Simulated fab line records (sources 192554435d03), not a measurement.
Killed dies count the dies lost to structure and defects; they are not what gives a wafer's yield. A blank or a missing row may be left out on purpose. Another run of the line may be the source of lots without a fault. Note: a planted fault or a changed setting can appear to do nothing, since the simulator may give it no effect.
fab line records | flow n5-finfet
record: lots: 6 | wafers: 18 | last-day: 15
route steps=1938 shown BEOL_M10@1524 BEOL_M11@1536 PASSIVATION@1936
lots that met no fault: from a run of the same line without faults
start-h: the number of hours between the record's first day and the start of the first shown wafer of the lot | wait-h: hours elapsed since this lot's preceding step | " identical to the entry in the row above | L1.1+2: one row covering several wafers at once | - no value, or no start was given | * or withheld: withheld | < > ~ a bound
route shown NAME@n: NAME is a module with steps in the file, n the number in the route of the first one | usual: the fault-free wafers' mean and standard deviation | same: alike in all rows | chamber/n: place in a boat | sites: readings site by site | _std_site: the standard deviation of these | _edge_site: outer sites' mean less inner sites' | radius-mm: for every site, how far away it sits from the centre of the wafer | mask NAME#n: copy n | behind: tool/chamber where the wafer was last shaped | hold: why the lot went on hold/how many hours it stayed there/how the hold came to an end | device: which transistor (n, p or np) failed to switch | end of line: the same wafers' tests at the end of the route | a step without rows: its recipe alone | killed: the dies lost at the first sort to structure and to defects; this is not the yield of the wafer | map: per-die view of a wafer (x killed, . not killed, _ where there is no die)
set.NAME: the run value of the setting; set.NAME@STEP: its run value at that earlier step | model.NAME: the simulator's own value behind a step, which no gauge read
lots seen at some steps along the route; tables by step, rows by wafer
services: when a tool's chamber went out of use (start-h, in hours from the record's first day, below 0 if earlier), for how many hours, and the reason
== steps ==
step: N5_BEOL_M10_ALD_74
recipe: material: TaN | target-thk-a: 20 | temp-c: 275 | ald-precursor-family: PDMAT | ald-co-reactant: NH3 | pressure-torr: 3 | carrier-flow-sccm: 1500 | pulse-time-s: 2 | purge-time-s: 3 | co-reactant-purge-time-s: 2 | co-reactant-pulse-time-s: 3 | ald-cycles: 40 | precursor-vessel-temp-c: 75 | precursor-vessel-pressure-torr: 26.25 | precursor-vessel-carrier-sccm: 1000
step: N5_BEOL_M10_SURFACE_TREAT_76
recipe: gas: Ar | time-s: * | ion-energy-ev: * | ion-current-ma-cm2: 0.5 | pressure-mtorr: * | ar-flow-sccm: 30
step: N5_BEOL_M10_CVD_75
recipe: material: Co | target-thk-a: 20 | temp-c: withheld | precursor: CCTBA/H2 | pressure-torr: 30 | time-s: 138.9
step: N5_BEOL_M10_SPUTTER_48
recipe: material: Cu | target-thk-a: 120 | temp-c: -20 | bias-v: 60 | power-w: 26000 | chamber-pressure-pa: 0.13 | time-s: 2
usual: throttle-valve-pct: 30.0/0.68
lot.wafer | tool           | chamber | start-h | wait-h | throttle-valve-pct
L105.1    | pvd-sputter-02 | -       | 246.83  | 0.1    | 30.3
L105.4    | "              | -       | "       | "      | 29.2
L105.5    | "              | -       | "       | "      | 29.2
L106.2    | pvd-sputter-01 | -       | 255.53  | 0.2    | 29.8
L106.3    | "              | -       | "       | "      | 30.6
L106.6    | "              | -       | "       | "      | 30.7
L110.3    | pvd-sputter-01 | -       | 278.76  | 0.1    | 29.5
L110.4    | "              | -       | "       | "      | 30.2
L110.5    | "              | -       | "       | "      | 29.3
L112.4    | pvd-sputter-01 | -       | 306.87  | 0.0    | 29.6
L112.5    | "              | -       | "       | "      | 29.4
L112.6    | "              | -       | "       | "      | 30.8
L115.2    | pvd-sputter-02 | -       | 308.78  | 1.7    | 30.3
L115.3    | "              | -       | "       | "      | 29.3
L115.6    | "              | -       | "       | "      | 29.9
L117.1    | pvd-sputter-01 | -       | 316.77  | 0.1    | 30.9
L117.2    | "              | -       | "       | "      | 29.7
L117.6    | "              | -       | "       | "      | 30.6
step: N5_BEOL_M10_ECD_50
recipe: material: Cu | target-thk-a: 3180
step: N5_BEOL_M10_ANNEAL_51
recipe: temp-c: 225 | time-s: 90 | ambient: N2
step: N5_BEOL_M10_CMP_52
recipe: stop-on: SiCOH_lowk | t-overpolish-s: 7 | down-force-psi: 1 | platen-rpm: 50 | clearing-platen-down-force-psi: 1.5 | clearing-platen-rpm: 50 | post-cmp-clean: cu-alkaline | target-thk-nm: 140 | clearing-platen-pad-velocity-m-s: 0.99484 | pad-velocity-m-s: 0.99484
step: N5_BEOL_M10_THK_MEAS_53
recipe: thk-meas-gauge: xrf | reads: Cu_of_BEOL_M10_ECD_50
usual: M10_THK: 138.0/2.7
lot.wafer | tool          | chamber | start-h | wait-h | M10_THK[nm]
L105.1    | film-metro-01 | -       | 248.01  | -      | 138.4
L105.4    | "             | -       | "       | "      | 136.8
L105.5    | "             | -       | "       | "      | 133.0
L106.2    | film-metro-01 | -       | 256.90  | -      | 131.3
L106.3    | "             | -       | "       | "      | 138.3
L106.6    | "             | -       | "       | "      | 131.6
L110.3    | film-metro-01 | -       | 279.78  | -      | 139.6
L110.4    | "             | -       | "       | "      | 131.9
L110.5    | "             | -       | "       | "      | 138.9
L112.4    | film-metro-02 | -       | 307.97  | -      | 133.7
L112.5    | "             | -       | "       | "      | 136.9
L112.6    | "             | -       | "       | "      | 137.7
L115.2    | film-metro-01 | -       | 309.72  | -      | 135.9
L115.3    | "             | -       | "       | "      | 135.9
L115.6    | "             | -       | "       | "      | 136.7
L117.1    | film-metro-01 | -       | 318.37  | -      | 136.5
L117.2    | "             | -       | "       | "      | 138.0
L117.6    | "             | -       | "       | "      | 137.4
step: N5_BEOL_M10_PRE_CLEAN_55
recipe: gas: NH3 | time-s: 15 | temp-c: withheld | rf-power-w: 300
step: N5_BEOL_M10_DEP_56
recipe: material: SiCN | target-thk-a: 150 | temp-c: withheld | precursor: 3MS/NH3 | pressure-torr: 3 | rf-w: 202 | time-s: 26.5
usual: showerhead-plenum-p-Torr: 3.666/0.015 | throttle-valve-pct: 9.1/0.41
lot.wafer | tool     | chamber | start-h | wait-h | showerhead-plenum-p-Torr | throttle-valve-pct
L105.1    | pecvd-02 | 0       | 248.07  | 0.0    | 3.681                    | 8.7
L105.4    | "        | 1       | "       | "      | 3.673                    | 9.4
L105.5    | "        | 0       | "       | "      | 3.691                    | 8.7
L106.2    | pecvd-01 | 2       | 256.96  | 0.0    | 3.667                    | 9.1
L106.3    | "        | 0       | "       | "      | 3.657                    | 9.3
L106.6    | "        | 1       | "       | "      | 3.672                    | 8.6
L110.3    | pecvd-04 | 2       | 279.87  | 0.0    | 3.657                    | 9.7
L110.4    | "        | 0       | "       | "      | 3.637                    | 9.4
L110.5    | "        | 2       | "       | "      | 3.651                    | 9.6
L112.4    | pecvd-02 | 0       | 308.05  | 0.0    | 3.683                    | 8.8
L112.5    | "        | 2       | "       | "      | 3.683                    | 8.6
L112.6    | "        | 1       | "       | "      | 3.659                    | 9.6
L115.2    | pecvd-01 | 0       | 309.78  | 0.0    | 3.653                    | 9.5
L115.3    | "        | 2       | "       | "      | 3.674                    | 9.1
L115.6    | "        | 1       | "       | "      | 3.654                    | 8.6
L117.1    | pecvd-02 | 2       | 318.44  | 0.0    | 3.686                    | 8.4
L117.2    | "        | 0       | "       | "      | 3.688                    | 8.4
L117.6    | "        | 1       | "       | "      | 3.658                    | 9.9
step: N5_BEOL_M10_RS_MEAS_57
recipe: thk-meas-gauge: four-point-probe | reads: Cu_of_BEOL_M10_ECD_50+Co_of_BEOL_M10_CVD_75+TaN_of_BEOL_M10_ALD_74
usual: M10_RS: 0.152/0.0033
lot.wafer | tool          | chamber | start-h | wait-h | M10_RS[ohm/sq]
L105.1    | film-metro-02 | -       | 248.14  | 0.1    | 0.151
L105.4    | "             | -       | "       | "      | 0.153
L105.5    | "             | -       | "       | "      | 0.158
L106.2    | film-metro-02 | -       | 257.04  | 0.1    | 0.160
L106.3    | "             | -       | "       | "      | 0.151
L106.6    | "             | -       | "       | "      | 0.160
L110.3    | film-metro-01 | -       | 279.94  | 0.1    | 0.148
L110.4    | "             | -       | "       | "      | 0.156
L110.5    | "             | -       | "       | "      | 0.149
L112.4    | film-metro-01 | -       | 308.10  | 0.0    | 0.157
L112.5    | "             | -       | "       | "      | 0.152
L112.6    | "             | -       | "       | "      | 0.151
L115.2    | film-metro-02 | -       | 309.85  | 0.1    | 0.154
L115.3    | "             | -       | "       | "      | 0.154
L115.6    | "             | -       | "       | "      | 0.152
L117.1    | film-metro-02 | -       | 318.51  | 0.1    | 0.151
L117.2    | "             | -       | "       | "      | 0.150
L117.6    | "             | -       | "       | "      | 0.150
step: N5_BEOL_M10_INSPECT_58
recipe: inspect-instrument: darkfield | mode: post-dep
usual: raw-defect-count: 62/21
lot.wafer | tool              | chamber | start-h | wait-h | raw-defect-count
L105.1    | defect-inspect-02 | -       | 248.17  | 0.0    | 92
L105.4    | "                 | -       | "       | "      | 80
L105.5    | "                 | -       | "       | "      | 104
L106.2    | defect-inspect-02 | -       | 257.06  | 0.0    | 83
L106.3    | "                 | -       | "       | "      | 89
L106.6    | "                 | -       | "       | "      | 53
L110.3    | defect-inspect-02 | -       | 279.97  | 0.0    | 48
L110.4    | "                 | -       | "       | "      | 33
L110.5    | "                 | -       | "       | "      | 56
L112.4    | defect-inspect-01 | -       | 308.13  | 0.0    | 103
L112.5    | "                 | -       | "       | "      | 103
L112.6    | "                 | -       | "       | "      | 105
L115.2    | defect-inspect-01 | -       | 309.88  | 0.0    | 65
L115.3    | "                 | -       | "       | "      | 69
L115.6    | "                 | -       | "       | "      | 38
L117.1    | defect-inspect-02 | -       | 318.54  | 0.0    | 75
L117.2    | "                 | -       | "       | "      | 47
L117.6    | "                 | -       | "       | "      | 72
step: N5_BEOL_M11_ILD_DEP_00
recipe: material: SiCOH_lowk | target-thk-a: 3085.1 | temp-c: 300 | precursor: DEMS/porogen | pressure-torr: 5 | rf-w: 500 | time-s: 58
usual: heater-power-w: 299/44 | showerhead-plenum-p-Torr: 5.742/0.012 | throttle-valve-pct: 14.0/0.63
lot.wafer | tool     | chamber | start-h | wait-h | heater-power-w | showerhead-plenum-p-Torr | throttle-valve-pct
L105.1    | pecvd-01 | 2       | 248.21  | 0.0    | 295            | 5.749                    | 13.7
L105.4    | "        | 0       | "       | "      | 316            | 5.724                    | 14.7
L105.5    | "        | 1       | "       | "      | 308            | 5.736                    | 13.4
L106.2    | pecvd-02 | 1       | 257.10  | 0.0    | 325            | 5.738                    | 14.8
L106.3    | "        | 2       | "       | "      | 354            | 5.751                    | 12.9
L106.6    | "        | 1       | "       | "      | 264            | 5.729                    | 14.8
L110.3    | pecvd-01 | 1       | 280.01  | 0.0    | 309            | 5.754                    | 13.5
L110.4    | "        | 0       | "       | "      | 305            | 5.726                    | 14.8
L110.5    | "        | 1       | "       | "      | 326            | 5.733                    | 13.5
L112.4    | pecvd-01 | 0       | 308.19  | 0.1    | 339            | 5.730                    | 14.6
L112.5    | "        | 1       | "       | "      | 351            | 5.731                    | 13.5
L112.6    | "        | 2       | "       | "      | 297            | 5.751                    | 13.9
L115.2    | pecvd-02 | 2       | 309.91  | 0.0    | 387            | 5.769                    | 13.2
L115.3    | "        | 0       | "       | "      | 326            | 5.751                    | 13.4
L115.6    | "        | 0       | "       | "      | 332            | 5.764                    | 13.3
L117.1    | pecvd-01 | 2       | 318.57  | 0.0    | 306            | 5.742                    | 14.1
L117.2    | "        | 0       | "       | "      | 332            | 5.740                    | 14.3
L117.6    | "        | 0       | "       | "      | 351            | 5.714                    | 15.0
step: N5_BEOL_M11_CURE_71
recipe: temp-c: 385 | time-s: 240 | ambient: He/Ar | material: SiCOH_lowk
usual: lamp-power-pct: 52.31/0.048 | wafer_temp_C_max: 387.0/0.56
lot.wafer | tool       | chamber | start-h | wait-h | lamp-power-pct | wafer_temp_C_max
L105.1    | uv-cure-01 | 1       | 248.71  | 0.5    | 52.38          | 386.6
L105.4    | "          | 1       | "       | "      | 52.24          | 386.2
L105.5    | "          | 1       | "       | "      | 52.36          | 386.5
L106.2    | uv-cure-01 | 0       | 257.26  | 0.1    | 52.30          | 387.7
L106.3    | "          | 0       | "       | "      | 52.29          | 387.3
L106.6    | "          | 0       | "       | "      | 52.36          | 387.6
L110.3    | uv-cure-01 | 0       | 280.24  | 0.2    | 52.25          | 387.9
L110.4    | "          | 0       | "       | "      | 52.25          | 387.8
L110.5    | "          | 0       | "       | "      | 52.32          | 387.8
L112.4    | uv-cure-02 | 2       | 308.48  | 0.3    | 52.38          | 386.4
L112.5    | "          | 2       | "       | "      | 52.37          | 386.5
L112.6    | "          | 2       | "       | "      | 52.32          | 386.4
L115.2    | uv-cure-02 | 0       | 310.09  | 0.1    | 52.34          | 387.5
L115.3    | "          | 0       | "       | "      | 52.36          | 387.5
L115.6    | "          | 0       | "       | "      | 52.30          | 387.5
L117.1    | uv-cure-02 | 1       | 318.65  | 0.0    | 52.27          | 386.0
L117.2    | "          | 1       | "       | "      | 52.34          | 386.8
L117.6    | "          | 1       | "       | "      | 52.23          | 387.1
step: N5_BEOL_M11_THK_MEAS_01
recipe: reads: SiCOH_lowk_of_BEOL_M11_ILD_DEP_00
usual: M11_ILD_THK: 268/3.4
lot.wafer | tool          | chamber | start-h | wait-h | M11_ILD_THK[nm]
L105.1    | film-metro-02 | -       | 249.22  | 0.4    | 268
L105.4    | "             | -       | "       | "      | 269
L105.5    | "             | -       | "       | "      | 267
L106.2    | film-metro-02 | -       | 257.69  | 0.4    | 267
L106.3    | "             | -       | "       | "      | 268
L106.6    | "             | -       | "       | "      | 270
L110.3    | film-metro-02 | -       | 280.60  | 0.3    | 266
L110.4    | "             | -       | "       | "      | 268
L110.5    | "             | -       | "       | "      | 273
L112.4    | film-metro-02 | -       | 308.76  | 0.2    | 268
L112.5    | "             | -       | "       | "      | 270
L112.6    | "             | -       | "       | "      | 273
L115.2    | film-metro-01 | -       | 310.52  | 0.4    | 265
L115.3    | "             | -       | "       | "      | 265
L115.6    | "             | -       | "       | "      | 270
L117.1    | film-metro-01 | -       | 319.16  | 0.4    | 264
L117.2    | "             | -       | "       | "      | 266
L117.6    | "             | -       | "       | "      | 267
step: N5_BEOL_M11_PECVD_70
recipe: material: SiO2 | target-thk-a: 200 | temp-c: 400 | precursor: TEOS/O2 | pressure-torr: 5.5 | rf-w: 450 | teos-flow-sccm: 53.8 | gas: O2 | flow-sccm: 3000 | time-s: 22.7
usual: heater-power-w: 694/86 | showerhead-plenum-p-Torr: 8.78/0.039 | throttle-valve-pct: 22.7/0.97
lot.wafer | tool     | chamber | start-h | wait-h | heater-power-w | showerhead-plenum-p-Torr | throttle-valve-pct
L105.1    | pecvd-01 | 1       | 249.26  | 0.0    | 805            | 8.77                     | 21.7
L105.4    | "        | 0       | "       | "      | 794            | 8.73                     | 23.7
L105.5    | "        | 1       | "       | "      | 828            | 8.77                     | 21.8
L106.2    | pecvd-01 | 1       | 257.73  | 0.0    | 688            | 8.77                     | 21.6
L106.3    | "        | 0       | "       | "      | 659            | 8.75                     | 23.9
L106.6    | "        | 1       | "       | "      | 688            | 8.77                     | 21.6
L110.3    | pecvd-03 | 1       | 280.63  | 0.0    | 579            | 8.81                     | 23.0
L110.4    | "        | 2       | "       | "      | 644            | 8.75                     | 21.6
L110.5    | "        | 1       | "       | "      | 559            | 8.82                     | 23.1
L112.4    | pecvd-02 | 1       | 308.81  | 0.1    | 667            | 8.74                     | 23.7
L112.5    | "        | 2       | "       | "      | 784            | 8.84                     | 20.9
L112.6    | "        | 0       | "       | "      | 715            | 8.88                     | 21.6
L115.2    | pecvd-01 | 0       | 310.56  | 0.0    | 825            | 8.77                     | 23.6
L115.3    | "        | 2       | "       | "      | 658            | 8.80                     | 22.5
L115.6    | "        | 1       | "       | "      | 661            | 8.76                     | 21.8
L117.1    | pecvd-02 | 2       | 319.20  | 0.0    | 812            | 8.85                     | 20.9
L117.2    | "        | 1       | "       | "      | 627            | 8.77                     | 23.8
L117.6    | "        | 1       | "       | "      | 624            | 8.75                     | 23.7
step: N5_BEOL_M11_HM_DEP_02
recipe: material: TiN | target-thk-a: 200 | temp-c: 25 | chamber-pressure-pa: 0.49996
usual: throttle-valve-pct: 30.1/0.63
lot.wafer | tool           | chamber | start-h | wait-h | throttle-valve-pct
L105.1    | pvd-sputter-01 | -       | 250.39  | 1.1    | 30.5
L105.4    | "              | -       | "       | "      | 29.4
L105.5    | "              | -       | "       | "      | 30.3
L106.2    | pvd-sputter-02 | -       | 258.72  | 1.0    | 29.0
L106.3    | "              | -       | "       | "      | 30.4
L106.6    | "              | -       | "       | "      | 30.8
L110.3    | pvd-sputter-01 | -       | 281.79  | 1.1    | 30.7
L110.4    | "              | -       | "       | "      | 29.2
L110.5    | "              | -       | "       | "      | 30.5
L112.4    | pvd-sputter-01 | -       | 309.14  | 0.3    | 30.4
L112.5    | "              | -       | "       | "      | 30.7
L112.6    | "              | -       | "       | "      | 29.4
L115.2    | pvd-sputter-03 | -       | 311.99  | 1.4    | 30.7
L115.3    | "              | -       | "       | "      | 28.6
L115.6    | "              | -       | "       | "      | 28.5
L117.1    | pvd-sputter-02 | -       | 320.45  | 1.2    | 29.1
L117.2    | "              | -       | "       | "      | 30.2
L117.6    | "              | -       | "       | "      | 30.1
step: N5_BEOL_M11_COAT_59
recipe: resist: SOC | temp-c: 250 | time-s: 60 | spin-rpm: 1500 | resist-thk-nm: 100
step: N5_BEOL_M11_COAT_60
recipe: resist: SiARC | temp-c: 220 | time-s: 60 | spin-rpm: 1500 | resist-thk-nm: 30
step: N5_BEOL_M11_COAT_05
recipe: resist: CAR-ArF | spin-rpm: 1500 | resist-thk-nm: 90
step: N5_BEOL_M11_EBR_07
recipe: solvent: PGMEA | ebr-width-mm: 1.5
step: N5_BEOL_M11_SOFTBAKE_06
recipe: temp-c: 110 | time-s: 60 | resist: CAR-ArF
step: N5_BEOL_M11_EXPOSE_08
recipe: mask-id: M11 | na: 1.35 | source-shape: dipole | sigma-inner: 0.411 | sigma-outer: 0.611 | polarization: te | dose-mj: 53.75
step: N5_BEOL_M11_PEB_09
recipe: peb-temp-c: withheld | peb-time-s: 60 | resist: CAR-ArF
step: N5_BEOL_M11_DEVELOP_10
recipe: develop-time-s: 30 | developer: TMAH | resist: CAR-ArF | rinse-liquid: diw | dry: air-spin | dev-temp-c: 23
step: N5_BEOL_M11_CD_MEAS_11
recipe: target-cd-nm: 64.1 | landing-energy-ev: 500 | detector: se-inlens | polarity: opening
usual: cd-nm: 63.9/0.54
lot.wafer | tool      | chamber | start-h | wait-h | cd-nm
L105.1    | cd-sem-03 | 0       | 250.78  | -      | 63.9
L105.4    | "         | 0       | "       | "      | 63.9
L105.5    | "         | 0       | "       | "      | 64.0
L106.2    | cd-sem-03 | 0       | 259.22  | -      | 64.5
L106.3    | "         | 0       | "       | "      | 63.5
L106.6    | "         | 0       | "       | "      | 63.9
L110.3    | cd-sem-01 | 0       | 282.17  | -      | 64.2
L110.4    | "         | 0       | "       | "      | 64.8
L110.5    | "         | 0       | "       | "      | 65.1
L112.4    | cd-sem-02 | 0       | 309.51  | -      | 63.2
L112.5    | "         | 0       | "       | "      | 64.5
L112.6    | "         | 0       | "       | "      | 63.8
L115.2    | cd-sem-03 | 0       | 312.49  | -      | 65.0
L115.3    | "         | 0       | "       | "      | 64.2
L115.6    | "         | 0       | "       | "      | 64.2
L117.1    | cd-sem-03 | 0       | 320.95  | -      | 64.5
L117.2    | "         | 0       | "       | "      | 63.1
L117.6    | "         | 0       | "       | "      | 64.0
step: N5_BEOL_M11_OVL_MEAS_12
recipe: points-per-wafer: 44
usual: M11_OVL: 0.2/0.81
lot.wafer | tool       | chamber | start-h | wait-h | M11_OVL[nm]
L105.1    | overlay-02 | 0       | 250.81  | 0.0    | -0.1
L105.4    | "          | 0       | "       | "      | 0.3
L105.5    | "          | 0       | "       | "      | -1.1
L106.2    | overlay-02 | 0       | 259.25  | 0.0    | -1.0
L106.3    | "          | 0       | "       | "      | -0.1
L106.6    | "          | 0       | "       | "      | -1.2
L110.3    | overlay-02 | 0       | 282.21  | 0.0    | 0.6
L110.4    | "          | 0       | "       | "      | 1.2
L110.5    | "          | 0       | "       | "      | -0.6
L112.4    | overlay-02 | 0       | 309.54  | 0.0    | -0.1
L112.5    | "          | 0       | "       | "      | 1.0
L112.6    | "          | 0       | "       | "      | 0.4
L115.2    | overlay-01 | 0       | 312.52  | 0.0    | 1.4
L115.3    | "          | 0       | "       | "      | -0.2
L115.6    | "          | 0       | "       | "      | 1.8
L117.1    | overlay-02 | 0       | 320.98  | 0.0    | -0.6
L117.2    | "          | 0       | "       | "      | 1.0
L117.6    | "          | 0       | "       | "      | 0.7
step: N5_BEOL_M11_INSPECT_13
recipe: mode: adi | inspect-instrument: brightfield
usual: raw-defect-count: 375/88
lot.wafer | tool              | chamber | start-h | wait-h | raw-defect-count
L105.1    | defect-inspect-02 | -       | 250.83  | 0.0    | 421
L105.4    | "                 | -       | "       | "      | 338
L105.5    | "                 | -       | "       | "      | 347
L106.2    | defect-inspect-02 | -       | 259.27  | 0.0    | 431
L106.3    | "                 | -       | "       | "      | 404
L106.6    | "                 | -       | "       | "      | 297
L110.3    | defect-inspect-02 | -       | 282.23  | 0.0    | 422
L110.4    | "                 | -       | "       | "      | 296
L110.5    | "                 | -       | "       | "      | 276
L112.4    | defect-inspect-01 | -       | 309.57  | 0.0    | 332
L112.5    | "                 | -       | "       | "      | 453
L112.6    | "                 | -       | "       | "      | 871
L115.2    | defect-inspect-01 | -       | 312.54  | 0.0    | 405
L115.3    | "                 | -       | "       | "      | 398
L115.6    | "                 | -       | "       | "      | 378
L117.1    | defect-inspect-01 | -       | 321.00  | 0.0    | 688
L117.2    | "                 | -       | "       | "      | 287
L117.6    | "                 | -       | "       | "      | 347
step: N5_BEOL_M11_DESCUM_16
recipe: chemistry: O2 | time-s: 7.9 | source-power-w: 50 | bias-power-w: 20 | pressure-mtorr: 20 | rf-frequency-hz: 2.712e+07 | temp-c: 40 | resist: CAR-ArF | o2-flow-sccm: 225
step: N5_PASSIVATION_PROBE_49
usual: defect-limited-yield: 91.4/1.5 | killed_at_M0_to_M3: 34/12 | killed_at_M4_up: 12/4.9 | killed-at-contacts: 13/7.2 | killed-at-front-end: 39/12 | killed-at-other: 3.7/2.9 | killed-dies: 101/18 | killed-open: 67/14 | killed-short: 33/7.2 | sort_bin_4_leakage: 0.00/0.022 | sort_bin_5_function: 5.1/0.97 | sort_bin_6_memory: 3.2/0.67 | sort-n-pass: 1079/17 | sort-yield-pct: 91.4/1.5
same: gross-dies: 1180 | killed-at-back-side: 0 | sort_bin_8_speed[%]: 0
lot.wafer | tool      | chamber | start-h | wait-h | defect-limited-yield[%] | killed_at_M0_to_M3 | killed_at_M4_up | killed-at-contacts | killed-at-front-end | killed-at-other | killed-dies | killed-open | killed-short | sort_bin_4_leakage[%] | sort_bin_5_function[%] | sort_bin_6_memory[%] | sort-n-pass | sort-yield-pct[%]
L112.4    | prober-02 | -       | 356.76  | 0.2    | 91.7                    | 31                 | 12              | 17                 | 34                  | 4               | 98          | 63          | 33           | 0                     | 4.2                    | 3.6                  | 1082        | 91.7
L112.6    | prober-02 | -       | 356.86  | 0.3    | 84.0                    | 28                 | 124             | 13                 | 22                  | 2               | 189         | 54          | 23           | 0                     | 10.3                   | 3.6                  | 991         | 84.0
L117.1    | prober-02 | -       | 367.31  | 0.0    | 82.7                    | 25                 | 125             | 15                 | 37                  | 2               | 204         | 68          | 27           | 0                     | 11.9                   | 3.7                  | 976         | 82.7
killed by level:class
L112.4 MOL_CONTACT_COAG:geometric-particle:open=17 FIN_SAQP:geometric-particle:open=8 BEOL_M0_SAQP:geometric-particle:open=8 BEOL_M0_SAQP:geometric-particle:short=6 BEOL_M1:geometric-particle:open=6 FIN_SAQP:geometric-particle:short=5 BEOL_M4:geometric-particle:open=4 STI_FIN_REVEAL:geometric-particle:open=4
L112.6 BEOL_M11:unspecified=111 MOL_CONTACT_COAG:geometric-particle:open=11 BEOL_M0_SAQP:geometric-particle:short=5 BEOL_M3:geometric-particle:open=5 FIN_SAQP:geometric-particle:open=4 STI_FIN_REVEAL:geometric-particle:open=4 BEOL_M0_SAQP:geometric-particle:open=4 BEOL_M1:geometric-particle:open=4
L117.1 BEOL_M11:unspecified=109 MOL_CONTACT_COAG:geometric-particle:open=12 BEOL_M4:geometric-particle:open=10 BEOL_M2:geometric-particle:open=7 FIN_SAQP:geometric-particle:open=6 BEOL_M3:geometric-particle:open=6 STI_FIN_REVEAL:geometric-particle:open=5 FIN_SAQP:geometric-particle:short=4
map L112.6 (x killed, . not)
_________________............________________
______________.................._____________
___________..............x.........__________
__________.........................._________
________x........x.x.................._______
_______......x.........x.........x.....______
______........................x...x....._____
_____............x.......................____
____.....x.........x.....................x___
___...x...............x.x.x......xx........__
___.x.....x..x..x.....................x....__
__...x............xx.....x............x....._
__............................x.x........x.._
_..x......x........x............x............
_...............x.......x....x.x.x...........
_.......xx..x............xxx.xxxxxxx.........
_........................xxxxxxxxxxxxx.......
_....................x..x.xxxxxxx.xxx.x......
_.........x........x....xxxxxxxxxxxx.......x.
_.................x.x...xxxxxxxxxxxx..x......
_.......x.x.x...........xxxxxxxxxxxxx..x.....
__..........x..........x.xxxxxxxxxx.xx.x...._
__.......x................xxxxxx.xx........._
___..x....x..x...........xxx.x.xxxx........__
___........................xxx..xx.........__
____.....................x.x...x..........___
_____.......x...x..........x....x........____
______.....................x.....x......_____
_______.x...x...............x..........______
________........x....................._______
__________.xx...x...............x..._________
___________....................x...__________
______________.x....x..........._____________
_________________..x.......x.________________
map L117.1 (x killed, . not)
_________________..x..xx.....________________
______________.................._____________
___________....................x..x__________
__________.................x..x....._________
________..........x....x...x.........._______
_______................................______
______.................................._____
_____........x........x............x..xx.____
____..........x...........................___
___...x.....................x...x..........__
___....x.................x..x.......x......__
__.....x.x....x....x........................_
__...xx....xx....x.x.......x.x.....x...x...x_
_....x.......x...........xxxxx...x..x........
_..........x...............x.x.xx.....x...xx.
_............x.....x.....x.x.xxxxxx.x........
_...............xx..x.x.xx.xxxxxxxxxx........
_...x...................xxxxxxxxxxxx.........
_........x.x.......x....xxxxxxxxxxxxx........
_x.x...x......x.........xxxxxxxxxxxxxx.......
_..........x..........xx.xxxxxxxxxxx.x..x....
__....xx...............x..xxxxxxxxxx.x......_
__...................x...x.xxxxxxx..x...x.x._
___......................x.x.xxxxx.........__
___............x......x.......x.x..........__
____.x..x.......x..x......x.....xx......x.___
_____...x...x............................____
______..x....................x.........._____
_______.............x.x....x.....x.....______
________.......................xx..x.._______
__________..x...x..................._________
___________........................__________
______________....x............._____________
_________________............________________
== services ==
tool       | chamber | start-h | hours | kind
uv-cure-01 | -       | 222.97  | 2.1   | pm
pecvd-03   | 1       | 230.40  | 2.1   | scheduled-down
uv-cure-02 | -       | 232.28  | 6.0   | pm
pecvd-04   | 0       | 233.51  | 2.1   | scheduled-down
pecvd-04   | 1       | 236.22  | 5.5   | scheduled-down
pecvd-04   | 2       | 241.68  | 16.5  | scheduled-down
pecvd-04   | 1       | 277.93  | 6.6   | repair
pecvd-01   | 1       | 285.45  | 3.6   | repair
pecvd-03   | -       | 288.28  | 0.2   | repair
uv-cure-01 | -       | 288.41  | 7.5   | pm
pecvd-04   | 2       | 290.08  | 10.2  | scheduled-down
pecvd-02   | 1       | 297.77  | 2.1   | scheduled-down
pecvd-01   | 2       | 301.67  | 5.5   | scheduled-down
pecvd-03   | -       | 308.06  | 5.5   | pm
pecvd-02   | -       | 314.19  | 0.9   | repair
== key ==
first-sign: step: N5_BEOL_M11_INSPECT_13 | reading: raw-defect-count | direction: up | sigmas: 4.6 | usual: 375 | struck: 780
effect: step: N5_PASSIVATION_PROBE_49 | reading: killed_at_M4_up | direction: up | sigmas: 23 | usual: 12 | struck: 124
more-kills-born-at: N5_BEOL_M11_ILD_DEP_00@pecvd-01: 220
met-at N5_BEOL_M11_ILD_DEP_00
struck-wafers L112.6,L117.1
onset-between 248.21 308.19
fault: kind: chamber-particle-source | tool: pecvd-01 | chamber: 2 | onset-h: 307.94 | steps: N5_BEOL_M11_ILD_DEP_00 | rate-per-visit-cm2: 0.52399 | end-h: 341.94
